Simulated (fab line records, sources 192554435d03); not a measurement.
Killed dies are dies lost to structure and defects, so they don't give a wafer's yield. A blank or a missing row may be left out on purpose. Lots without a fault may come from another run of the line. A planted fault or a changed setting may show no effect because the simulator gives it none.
Split-lot experiment | flow n5_finfet | 7 lots, 21 wafers read, on a route of 1938 steps

THE SPLIT
At N5_BEOL_M8_EXPOSE_25 (exposes mask V7, target cd 40 nm), the setting dose_mj was moved away from the recipe's 42.5 on 6 of the 21 wafers read, by -3.3% to +6.5%. The other wafers ran this setting at the recipe's value.

FROM THE SPLIT TO THE READING: what the file shows between them, 2 steps
- N5_BEOL_M8_PEB_26: peb time 60 s
- N5_BEOL_M8_DEVELOP_27: develop time 30 s

THE READING
cd_nm, in nm, at N5_BEOL_M8_CD_MEAS_28 (target cd 40 nm). Fault-free wafers of this fab line usually give 40.06 nm, standard deviation 0.24 nm.

wafer  | tool, chamber at the split | dose_mj as run | against the recipe | cd_nm, nm | against lot-mates on the recipe
L077.4 | euv_scanner-01, 0          | 42.5           | recipe             | 39.79     | -
L077.5 | euv_scanner-01, 0          | 42.5           | recipe             | 40.02     | -
L077.6 | euv_scanner-01, 0          | 42.5           | recipe             | 40.15     | -
L081.1 | euv_scanner-02, 0          | 42.5           | recipe             | 39.45     | -
L081.5 | euv_scanner-02, 0          | 42.5           | recipe             | 39.82     | -
L081.6 | euv_scanner-02, 0          | 42.5           | recipe             | 39.85     | -
L083.3 | euv_scanner-01, 0          | 44.9           | +5.6%              | 41.08     | +1.10
L083.4 | euv_scanner-01, 0          | 44.9           | +5.6%              | 41.42     | +1.44
L083.6 | euv_scanner-01, 0          | 42.5           | recipe             | 39.98     | -
L084.4 | euv_scanner-01, 0          | 42.5           | recipe             | 40.10     | -
L084.5 | euv_scanner-01, 0          | 42.5           | recipe             | 40.06     | -
L084.6 | euv_scanner-01, 0          | 42.5           | recipe             | 40.06     | -
L088.2 | euv_scanner-01, 0          | 42.5           | recipe             | 40.31     | -
L088.5 | euv_scanner-01, 0          | 45.25          | +6.5%              | 41.01     | +0.92
L088.6 | euv_scanner-01, 0          | 42.5           | recipe             | 39.86     | -
L093.2 | euv_scanner-02, 0          | 41.1           | -3.3%              | 39.64     | -0.49
L093.3 | euv_scanner-02, 0          | 41.1           | -3.3%              | 39.52     | -0.61
L093.5 | euv_scanner-02, 0          | 42.5           | recipe             | 40.13     | -
L097.2 | euv_scanner-02, 0          | 42.5           | recipe             | 40.08     | -
L097.4 | euv_scanner-02, 0          | 42.5           | recipe             | 40.01     | -
L097.5 | euv_scanner-02, 0          | 44.34          | +4.3%              | 40.90     | +0.85

THE FIT
A straight line over all 21 wafers: cd_nm changes by +0.185 nm for each +1% of dose_mj; r = +0.92; the points scatter about the line by 0.21 nm.
The same after taking each lot's own level away (the mean of its wafers on the recipe; 21 wafers): +0.188 nm for each +1%; r = +0.95; scatter 0.16 nm.
On that fit, the largest move of dose_mj shifts the reading by 1.2 nm.
The lots' own levels span 39.707 to 40.130 nm, that is 1.8 times the standard deviation above.
So the lot-to-lot level changes the slope little: the two slopes agree.
Check: with one of the wafers moved furthest among these (+6.5%) left out of the fit, the line predicts +1.35 nm for it against its lot-mates. It came out at +0.925 nm against them.

THE WHOLE CHAIN: every reading that the file lists as answering this split, in the file's order
step                  | what it does                                                        | reading                                                        | change (the file's fit)               | r (the file's)
N5_BEOL_M8_CD_MEAS_28 | target cd 40 nm                                                     | cd_nm                                                          | +0.18 nm for each +1% of the setting  | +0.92
N5_BEOL_M8_DESCUM_33  | chemistry O2, time 7 s                                              | BEOL_M8.cd_nm (the simulator's own value, which no gauge read) | +0.213 nm for each +1% of the setting | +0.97
N5_BEOL_M8_ETCH_72    | etches underlayer in N2/H2, target depth 6.5 nm, time 5.2 s         | BEOL_M8.cd_nm (the simulator's own value, which no gauge read) | +0.186 nm for each +1% of the setting | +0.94
N5_BEOL_M8_ETCH_65    | etches SiARC in CF4, target depth 15.6 nm, time 26 s                | BEOL_M8.cd_nm (the simulator's own value, which no gauge read) | +0.203 nm for each +1% of the setting | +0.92
N5_BEOL_M8_ETCH_66    | etches SOC in N2/H2, target depth 80 nm, overetch 16 nm, time 120 s | BEOL_M8.cd_nm (the simulator's own value, which no gauge read) | +0.177 nm for each +1% of the setting | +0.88

THE FILE'S OWN FIT
cd_nm changes by +0.18 nm for each +1% of dose_mj, r = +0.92.
